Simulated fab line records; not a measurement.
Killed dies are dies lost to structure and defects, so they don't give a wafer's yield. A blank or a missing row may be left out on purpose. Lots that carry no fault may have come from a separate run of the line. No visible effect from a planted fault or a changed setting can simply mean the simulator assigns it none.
The tool behind it: which one? | flow n5-finfet | 24 wafers from 8 lots sampled at 5 of the route's 1938 steps

== WHAT THE GAUGES SHOWED, per wafer ==
N5_BEOL_M4_RC_MEAS_101. Usual: CJ_P 5.80, standard deviation 0.21; DIBL_N 36.0 mV/V, standard deviation 1.9; DIBL_P 35.6 mV/V, standard deviation 2.2; IOFF_N 0.15 nA/um, standard deviation 0.031; IOFF_P 0.19 nA/um, standard deviation 0.032; IOFF_P_85C 3.4 nA/um, standard deviation 0.48; IOFF_P_LIN 0.091 nA/um, standard deviation 0.012; IOFF_P_LONG 0.000101 nA/um, standard deviation 6.8e-06; ION_N 668 uA/um, standard deviation 11; ION_P 455 uA/um, standard deviation 7.2; REXT_P 100.3 ohm.um, standard deviation 2.6; SS_N 71.5 mV/dec, standard deviation 0.65; SS_P 73.4 mV/dec, standard deviation 0.64; VT_N 251 mV, standard deviation 3.6; VT_P -253 mV, standard deviation 3.3; VT_P_LVT -100.2 mV, standard deviation 2.7.
lot  | measured     | on        | CJ_P           | DIBL_N (mV/V)  | DIBL_P (mV/V)  | IOFF_N (nA/um) | IOFF_P (nA/um) | IOFF_P_85C (nA/um) | IOFF_P_LIN (nA/um) | IOFF_P_LONG (nA/um)        | ION_N (uA/um) | ION_P (uA/um) | REXT_P (ohm.um)   | SS_N (mV/dec)  | SS_P (mV/dec)  | VT_N (mV)   | VT_P (mV)      | VT_P_LVT (mV)        | flag
L481 | day 10 10:39 | prober-02 | 5.80 5.80 5.90 | 38.1 36.1 35.0 | 37.8 36.1 33.9 | 0.20 0.16 0.15 | 0.23 0.20 0.17 | 3.9 3.5 3.1        | 0.103 0.091 0.084  | 0.0001 0.000101 0.000102   | 685 676 665   | 463 459 453   | 99.4 100.3 98.5   | 71.4 71.4 71.7 | 73.6 73.3 72.9 | 241 251 251 | -249 -253 -254 | -96.9 -99.1 -100.3   |
L487 | day 12 13:13 | prober-02 | 2.02 2.02 1.96 | 33.7 35.4 32.5 | 26.8 28.5 25.5 | 0.13 0.15 0.12 | 0.02 0.03 0.02 | 0.6 0.6 0.5        | 0.014 0.015 0.014  | 8.2e-05 8e-05 8.1e-05      | 657 668 651   | 181 181 178   | 146.8 150.7 149.2 | 71.4 71.9 71.5 | 71.2 71.7 71.1 | 254 248 256 | -303 -305 -305 | -150.4 -149.8 -152.2 | OFF
L488 | day 13 00:28 | prober-01 | 2.04 2.06 2.07 | 33.1 33.8 32.3 | 25.9 26.7 24.4 | 0.11 0.12 0.10 | 0.02 0.02 0.02 | 0.5 0.6 0.5        | 0.014 0.015 0.013  | 8.2e-05 8.3e-05 8.4e-05    | 663 661 658   | 179 179 178   | 139.8 140.3 139.9 | 70.5 71.3 70.5 | 71.2 72.0 72.0 | 251 250 255 | -306 -305 -308 | -152.8 -152.5 -154.8 | OFF
L489 | day 13 04:21 | prober-02 | 2.08 2.00 2.06 | 33.7 33.0 34.4 | 24.9 24.1 26.2 | 0.12 0.12 0.13 | 0.02 0.02 0.02 | 0.5 0.5 0.5        | 0.013 0.012 0.013  | 7.5e-05 7.5e-05 7.7e-05    | 657 653 658   | 178 178 179   | 142.3 144.5 142.7 | 70.3 70.8 70.9 | 72.0 71.6 71.8 | 254 254 253 | -306 -311 -305 | -155.0 -153.7 -153.5 | OFF
L493 | day 13 17:46 | prober-01 | 5.85 5.78 6.00 | 36.3 35.7 36.9 | 38.5 36.3 38.1 | 0.16 0.16 0.18 | 0.21 0.17 0.20 | 3.6 3.1 3.5        | 0.094 0.083 0.092  | 9.4e-05 9.2e-05 9.8e-05    | 666 666 668   | 458 445 458   | 98.2 100.5 98.9   | 71.4 72.0 72.0 | 73.7 73.4 73.8 | 248 249 251 | -253 -258 -256 | -99.3 -101.4 -99.1   |
L497 | day 14 19:54 | prober-01 | 5.90 5.90 5.80 | 37.3 36.7 38.7 | 36.5 35.3 39.4 | 0.17 0.15 0.21 | 0.20 0.18 0.25 | 3.5 3.3 4.2        | 0.093 0.087 0.109  | 0.000103 0.000104 0.000103 | 679 665 686   | 457 451 462   | 101.2 102.0 101.7 | 71.4 72.2 72.4 | 73.6 72.7 73.9 | 247 250 243 | -251 -253 -251 | -99.9 -102.4 -97.6   |
L499 | day 14 13:58 | prober-02 | 5.67 5.81 5.24 | 38.4 35.8 36.5 | 38.5 34.8 36.0 | 0.20 0.15 0.17 | 0.25 0.20 0.22 | 4.3 3.5 3.8        | 0.112 0.095 0.100  | 0.000106 0.00011 0.000102  | 679 679 675   | 460 463 465   | 100.0 98.6 97.6   | 72.8 71.7 72.1 | 73.9 73.3 74.1 | 247 251 250 | -249 -251 -252 | -96.7 -99.7 -98.1    |
L501 | day 16 01:31 | prober-01 | 6.00 5.75 5.77 | 34.9 34.3 37.0 | 33.6 33.6 36.7 | 0.13 0.12 0.16 | 0.17 0.18 0.24 | 3.1 3.2 4.0        | 0.090 0.089 0.112  | 0.000116 0.000109 0.000114 | 671 653 684   | 460 451 469   | 100.9 103.0 100.9 | 71.2 70.9 71.4 | 73.1 73.2 74.6 | 250 254 248 | -252 -253 -246 | -99.9 -99.0 -95.4    |

== WHICH TOOL RAN EACH LOT (tool, then ch and the chambers of the sampled wafers, then the start) ==
lot  | N5_SD_EPI_N_ETCH_16               | N5_SD_EPI_N_VAPOR_ETCH_50      | N5_SD_EPI_P_ETCH_16               | N5_SD_EPI_P_SD_RECESS_17
L481 | rie-diel-04 ch 1,2,3, day 3 19:19 | epi-rpcvd-02 ch 0, day 3 20:11 | rie-diel-02 ch 0,1,3, day 4 00:08 | rie-si-06 ch 1,2,3, day 4 00:13
L487 | rie-diel-06 ch 0,3, day 5 11:35   | epi-rpcvd-02 ch 0, day 5 12:36 | rie-diel-03 ch 1,2,3, day 5 16:51 | rie-si-06 ch 0,1, day 5 16:55
L488 | rie-diel-04 ch 1,3, day 5 18:04   | epi-rpcvd-02 ch 0, day 5 19:09 | rie-diel-02 ch 1,2,3, day 5 23:15 | rie-si-06 ch 0,1,3, day 5 23:19
L489 | rie-diel-01 ch 2,3, day 5 23:41   | epi-rpcvd-02 ch 0, day 6 00:47 | rie-diel-05 ch 2,3, day 6 05:17   | rie-si-06 ch 0,3, day 6 05:21
L493 | rie-diel-04 ch 0,1,2, day 7 00:52 | epi-rpcvd-03 ch 0, day 7 01:55 | rie-diel-05 ch 0,1,2, day 7 05:22 | rie-si-06 ch 0,1,2, day 7 05:26
L497 | rie-diel-01 ch 0,2, day 8 00:15   | epi-rpcvd-03 ch 0, day 8 01:09 | rie-diel-05 ch 1,2, day 8 05:34   | rie-si-04 ch 0,2, day 8 05:38
L499 | rie-diel-01 ch 0,1,2, day 8 09:47 | epi-rpcvd-04 ch 0, day 8 10:43 | rie-diel-02 ch 0,3, day 8 14:28   | rie-si-04 ch 0,1,2, day 8 14:32
L501 | rie-diel-01 ch 0,2, day 8 23:45   | epi-rpcvd-02 ch 0, day 9 00:55 | rie-diel-02 ch 0,1,2, day 9 05:55 | rie-si-06 ch 0,1,2, day 9 05:59
- N5_SD_EPI_N_ETCH_16: etches SiO2 in CHF3/O2, target depth 5 nm.
- N5_SD_EPI_N_VAPOR_ETCH_50: etches Si in HCl, time 54 s.
- N5_SD_EPI_P_ETCH_16: etches SiO2 in CHF3/O2, target depth 5 nm.
- N5_SD_EPI_P_SD_RECESS_17: chemistry HBr/Cl2/O2, target depth 39.1 nm, bt time 3 s.

== AS READ BY THE TOOLS THEMSELVES (means over the sampled wafers that have a number; for cases with no such wafer, the mark the record gives instead) ==
N5_SD_EPI_N_ETCH_16. Usual: value, then standard deviation, for each; chamber-pressure-mTorr 30.002 mTorr / 0.027; drypump-motor-current-A 5.7 A / 0.36; mfc-ar-sccm 199.9 sccm / 0.59; oes-product-au 0.78 a.u. / 0.09; rf-vpp-V 524 V / 12; showerhead-plenum-p-Torr 2.47 Torr / 0.068; throttle-valve-pct 18.80 % / 0.29.
lot  | tool        | chamber-pressure-mTorr (mTorr) | drypump-motor-current-A (A) | mfc-ar-sccm (sccm) | oes-product-au (a.u.) | rf-vpp-V (V) | showerhead-plenum-p-Torr (Torr) | throttle-valve-pct (%) | flag
L481 | rie-diel-04 | 30.014                         | 5.9                         | 200.4              | 0.74                  | 536          | 2.47                            | 19.04                  |
L487 | rie-diel-06 | 29.979                         | 5.0                         | 199.6              | 0.72                  | 527          | 2.36                            | 18.73                  |
L488 | rie-diel-04 | 29.997                         | 5.7                         | 199.9              | 0.70                  | 542          | 2.49                            | 19.04                  |
L489 | rie-diel-01 | 29.992                         | 5.7                         | 199.8              | 0.86                  | 512          | 2.51                            | 18.53                  |
L493 | rie-diel-04 | 30.027                         | 6.1                         | 199.7              | 0.82                  | 529          | 2.46                            | 18.88                  |
L497 | rie-diel-01 | 30.010                         | 5.9                         | 199.7              | 0.85                  | 518          | 2.54                            | 18.48                  |
L499 | rie-diel-01 | 29.990                         | 5.7                         | 199.7              | 0.81                  | 521          | 2.53                            | 18.67                  |
L501 | rie-diel-01 | 30.002                         | 5.9                         | 200.4              | 0.86                  | 522          | 2.55                            | 18.48                  |

N5_SD_EPI_N_VAPOR_ETCH_50. Usual: susceptor-temp-C 774.99 C, standard deviation 0.3; throttle-valve-pct 11.99 %, standard deviation 0.29.
lot  | tool         | susceptor-temp-C (C) | throttle-valve-pct (%) | flag
L481 | epi-rpcvd-02 | 774.88               | 11.90                  |
L487 | epi-rpcvd-02 | 774.54               | 11.87                  |
L488 | epi-rpcvd-02 | 774.92               | 11.74                  |
L489 | epi-rpcvd-02 | 774.99               | 11.93                  |
L493 | epi-rpcvd-03 | 775.25               | 12.39                  |
L497 | epi-rpcvd-03 | 774.79               | 12.34                  |
L499 | epi-rpcvd-04 | 775.25               | 11.84                  |
L501 | epi-rpcvd-02 | 775.10               | 11.92                  |

N5_SD_EPI_P_ETCH_16. Usual: value, then standard deviation, for each; chamber-pressure-mTorr 30.000 mTorr / 0.028; drypump-motor-current-A 5.6 A / 0.48; mfc-ar-sccm 200.0 sccm / 0.58; oes-product-au 0.74 a.u. / 0.064; rf-vpp-V 531 V / 6; showerhead-plenum-p-Torr 2.42 Torr / 0.078; throttle-valve-pct 18.81 % / 0.16.
lot  | tool        | chamber-pressure-mTorr (mTorr) | drypump-motor-current-A (A) | mfc-ar-sccm (sccm) | oes-product-au (a.u.) | rf-vpp-V (V) | showerhead-plenum-p-Torr (Torr) | throttle-valve-pct (%) | flag
L481 | rie-diel-02 | 30.002                         | 5.8                         | 199.4              | 0.76                  | 528          | 2.38                            | 18.85                  |
L487 | rie-diel-03 | 29.989                         | 5.7                         | 199.4              | 0.75                  | 532          | 2.44                            | 18.74                  |
L488 | rie-diel-02 | 29.985                         | 6.0                         | 199.7              | 0.76                  | 528          | 2.38                            | 18.85                  |
L489 | rie-diel-05 | 29.998                         | 5.2                         | 199.8              | 0.70                  | 538          | 2.42                            | 18.89                  |
L493 | rie-diel-05 | 29.986                         | 5.5                         | 200.5              | 0.75                  | 530          | 2.40                            | 18.91                  |
L497 | rie-diel-05 | 29.980                         | 5.5                         | 200.5              | 0.81                  | 537          | 2.47                            | 18.77                  |
L499 | rie-diel-02 | 29.987                         | 5.7                         | 200.1              | 0.72                  | 527          | 2.36                            | 18.86                  |
L501 | rie-diel-02 | 29.994                         | 5.7                         | 200.1              | 0.72                  | 529          | 2.42                            | 18.79                  |

N5_SD_EPI_P_SD_RECESS_17. Usual: HBr_flow_sccm 150.0 sccm, standard deviation 0.46; O2_flow_sccm 12.00 sccm, standard deviation 0.036; chamber-pressure-mTorr 10.001 mTorr, standard deviation 0.0085; drypump-motor-current-A 5.9 A, standard deviation 0.4; oes-product-au 1.002 a.u., standard deviation 0.018; throttle-valve-pct 37.0 %, standard deviation 0.38.
lot  | tool      | HBr_flow_sccm (sccm) | O2_flow_sccm (sccm) | chamber-pressure-mTorr (mTorr) | drypump-motor-current-A (A) | oes-product-au (a.u.) | throttle-valve-pct (%) | flag
L481 | rie-si-06 | 149.8                | 11.99               | 10.003                         | 5.9                         | 0.999                 | 36.9                   |
L487 | rie-si-06 | -                    | -                   | -                              | -                           | -                     | -                      | OFF
L488 | rie-si-06 | -                    | -                   | -                              | -                           | -                     | -                      | OFF
L489 | rie-si-06 | -                    | -                   | -                              | -                           | -                     | -                      | OFF
L493 | rie-si-06 | 150.3                | 11.95               | 9.993                          | 5.7                         | 1.000                 | 36.8                   |
L497 | rie-si-04 | 149.7                | 11.98               | 9.993                          | 6.0                         | 0.989                 | 37.2                   |
L499 | rie-si-04 | 150.1                | 12.00               | 9.995                          | 6.2                         | 0.998                 | 37.2                   |
L501 | rie-si-06 | 150.5                | 11.98               | 10.005                         | 5.7                         | 1.001                 | 36.8                   |

== THE ANSWER, worked out from the rows above alone ==
Rule: lot off if the mean of its wafers having a number is beyond 3 standard deviations from the usual mean. Also off: a lot with no number at a reading for which 4 or more lots have one. Any other lot the step has rows for is counted as sound. After the gauges, taken in route order, come the tools' own readings; for these a lot's mean is taken, as printed above. The first step at which some lot is off is used, and at that step the reading that is off furthest; a lot without a number counts as furthest.
Off: L487, L488, L489, seen at N5_BEOL_M4_RC_MEAS_101 (ION_P).
A tool fits if, at a process step before that reading, it ran every lot that is off, and no sound lot after the first of them. The gauges at N5_BEOL_M4_RC_MEAS_101 aren't tried: what is off there is off at N5_SD_EPI_P_SD_RECESS_17 too, on other tools, and a gauge's error can't cause that. Not one of the candidates tried fits.

== WHAT THE SIMULATOR PUT IN ==
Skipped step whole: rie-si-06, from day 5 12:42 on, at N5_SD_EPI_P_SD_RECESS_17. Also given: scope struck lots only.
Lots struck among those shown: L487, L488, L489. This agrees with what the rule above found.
